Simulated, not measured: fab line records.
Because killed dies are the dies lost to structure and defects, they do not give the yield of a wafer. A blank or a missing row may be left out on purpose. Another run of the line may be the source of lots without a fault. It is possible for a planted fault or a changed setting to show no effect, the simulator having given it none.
A lot that was struck, set against a sound lot :: flow n5Finfet :: 42 out of 1938 route steps
Sound: the wafers L659.2, L659.4, L659.5. Wafers L653.2, L653.3, L653.5 were the ones struck. At the end, the cause is stated.
At each step with rows: each side's tool, then ch and its chambers, then its first start. Under that, the readings that differ: sound wafers :: struck wafers :: difference of the means :: sigmas: that difference in standard deviations of wafers without a fault.
alike: readings with means less than 2 such deviations apart, plus words and numbers identical on both sides. not compared: withheld readings, readings lacking a value on some wafer, bounds such as >300 that could conceal the same value, and numbers that have no deviation in the record and whose values overlap.
Wherever a step has rows on one side only, a row that says differs or no value, or a row with sigmas, the two part there. When numbers do not overlap yet have no deviation, they are printed without sigmas and do not part them. Lack of a reading on every wafer of one side parts them only where that side has two or more wafers.

first, 11 steps without rows for these wafers: N5_BEOL_M3_ALD_98 (deposits SiO2, target thk 2.5 nm, pulse time 1 s, co reactant pulse time 1 s); N5_BEOL_M3_ETCHBACK_99 (etches SiO2 in CHF3, target depth 5 nm, time 10.4 s); N5_BEOL_M3_ETCH_70 (etches SOC in N2/H2, target depth 80 nm, overetch 16 nm, time 120 s); N5_BEOL_M3_STRIP_71 (strips in N2/H2); N5_BEOL_M3_STRIP_78 (strips in N2/H2); N5_BEOL_M3_VIA_ETCH_34 (etches the open film in C4F6/O2, target depth 69.4 nm, time 65.9 s); N5_BEOL_M3_STRIP_83 (strips in C4F6/O2); N5_BEOL_M3_STRIP_36 (strips in N2/H2); N5_BEOL_M3_TRENCH_ETCH_37 (etches SiOC in C4F6/O2, target depth 55.555 nm, time 29.2 s); N5_BEOL_M3_ETCH_41 (etches SiCN in CH3F/O2, target depth 29.9 nm, time 52.5 s); N5_BEOL_M3_STRIP_97 (strips in N2/H2, time 10 s).
N5_BEOL_M3_HM_STRIP_39: strips TiN in peroxide tin strip, target depth 25 nm, time 158 s.
  sound on wetBench-02 ch 1,2,3, day 14 07:51; struck on wetBench-02 ch 3,4,5, day 12 07:25
  no value came back on the struck wafers for bathGuardTempC (C), bathHeatDutyPct (%); on the sound wafers bathGuardTempC (C) reads 49.9 49.7 49.7
reading: model.TiN_of_BEOL_M3_HM_DEP_02.thkNm (nm)
sound: 0 0 0
struck: 17.6 17.8 17.6
difference: +17.7
sigmas: 
then, 1 step without rows for these wafers: N5_BEOL_M3_SRD_40 (time 30 s).
N5_BEOL_M3_PRECLEAN_42: cleans in residue remover, time 60 s.
  sound on wetBench-02 ch 1,2,3, day 14 07:55; struck on wetBench-02 ch 3,4,5, day 12 07:29
reading: model.TiN_of_BEOL_M3_HM_DEP_02.thkNm (nm)
sound: 0 0 0
struck: 6.6 6.8 6.6
difference: +6.7
sigmas: 
then, 25 steps without rows for these wafers: N5_BEOL_M3_SRD_43 (time 30 s); N5_BEOL_M3_DEGAS_44 (time 60 s); N5_BEOL_M3_PRE_CLEAN_45 (time 30 s); N5_BEOL_M3_ALD_84 (deposits TaN, pulse time 2 s, purge time 3 s, co reactant purge time 2 s); N5_BEOL_M3_SURFACE_TREAT_85; N5_BEOL_M3_CVD_47 (deposits Co from CCTBA/H2, target thk 3 nm, time 223.8 s); N5_BEOL_M3_SPUTTER_48 (material Cu, target thk 4.5 nm, time 8.29 s); N5_BEOL_M3_ANNEAL_49 (time 240 s); N5_BEOL_M3_SPUTTER_79 (material Cu, target thk 4.5 nm, time 8.29 s); N5_BEOL_M3_ANNEAL_80 (time 240 s); N5_BEOL_M3_SPUTTER_81 (material Cu, target thk 4.5 nm, time 8.29 s); N5_BEOL_M3_ANNEAL_82 (time 240 s); N5_BEOL_M3_SPUTTER_86 (material Cu, target thk 4.5 nm, time 8.29 s); N5_BEOL_M3_ANNEAL_87 (time 240 s); N5_BEOL_M3_SPUTTER_88 (material Cu, target thk 4.5 nm, time 8.29 s); N5_BEOL_M3_ANNEAL_89 (time 240 s); N5_BEOL_M3_SPUTTER_90 (material Cu, target thk 4.5 nm, time 8.29 s); N5_BEOL_M3_ANNEAL_91 (time 240 s); N5_BEOL_M3_SPUTTER_92 (material Cu, target thk 4.5 nm, time 8.29 s); N5_BEOL_M3_ANNEAL_93 (time 240 s); N5_BEOL_M3_SPUTTER_94 (material Cu, target thk 4.5 nm, time 8.29 s); N5_BEOL_M3_ANNEAL_95 (time 240 s); N5_BEOL_M3_SPUTTER_96 (material Cu, target thk 4.5 nm, time 8.29 s); N5_BEOL_M3_ECD_50 (material Cu, target thk 300 nm); N5_BEOL_M3_ANNEAL_51 (time 90 s).
N5_BEOL_M3_CMP_52: polishes, stops on SiOC, t overpolish 6.8 s, target thk 40 nm.
  sound on cmp-04 ch 0,1,2, day 14 11:08; struck on cmp-02 ch 0,2, day 12 12:52
reading: barrierFieldEndpointS (s)
sound: 24.6 23.9 23.8
struck: 32.3 32.7 33.6
difference: +8.8
sigmas: +16
  alike: motorCurrentA
N5_BEOL_M4_RC_MEAS_101:
  sound on prober-02 ch 0, day 15 11:30; struck on prober-02 ch 0, day 13 04:00
  alike: DIBL_N, DIBL_P, IOFF_N, IOFF_P, ION_N, ION_P, SS_N, SS_P, VT_N, VT_P
-- a jump in the record: the struck wafers' starts before and after are 4 days apart (it breaks off in module BEOL_M4 and resumes in module PASSIVATION, where the first step shown is number 1936 of the route) --
N5_PASSIVATION_PROBE_49:
  only the struck wafers here have rows in the record (prober-02, day 17 10:05); the sound ones have none

== WHERE THEY PART ==
First at N5_BEOL_M3_HM_STRIP_39; last, within this record, at N5_PASSIVATION_PROBE_49.

WHY: what had been put in by the simulator
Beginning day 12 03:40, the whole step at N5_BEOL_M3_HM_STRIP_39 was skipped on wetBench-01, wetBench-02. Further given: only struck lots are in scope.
